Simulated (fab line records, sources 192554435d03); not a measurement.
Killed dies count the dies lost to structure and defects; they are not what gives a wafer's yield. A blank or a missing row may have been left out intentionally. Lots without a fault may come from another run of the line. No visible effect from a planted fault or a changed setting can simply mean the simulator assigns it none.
Chamber matching	flow n5-finfet	3 sister chambers for N5_BEOL_M14_ETCH_67 on rie-diel-04
The step etches SiARC in CF4, target depth 143 nm, time 238.3 s. 3 wafers are shown with their chamber, then 4 later ones without.

## WAFERS WITH THEIR CHAMBER
wafer	chamber	showerhead-plenum-p-Torr (Torr)
L082.5	2	2.26
L094.2	3	2.28
L094.4	0	2.10

## WAFERS MISSING THEIR CHAMBER
wafer	showerhead-plenum-p-Torr (Torr)
L094.6	2.10
L096.2	2.09
L096.4	2.25
L095.6	2.09

## THE CHAMBER EACH PASSED THROUGH
wafer	from the rows above	in truth
L094.6	0	0
L096.2	0	0
L096.4	2	2
L095.6	0	0
Correctly placed: 4 of 4. Can't be placed from these rows: 0. 0 placed wrongly.
How it was worked out, from the rows above alone: a wafer's distance from a chamber is the root of the sum, over the readings, of the square of ((its reading less the chamber's mean) divided by the reading's scatter). If the next closest chamber is less than 2 further off than the closest, the wafer can't be placed; otherwise it belongs to the closest. A chamber's mean is the mean of its shown wafers. The scatter: root of mean squared gap, hidden wafer to nearest shown wafer, with one shown wafer a chamber.
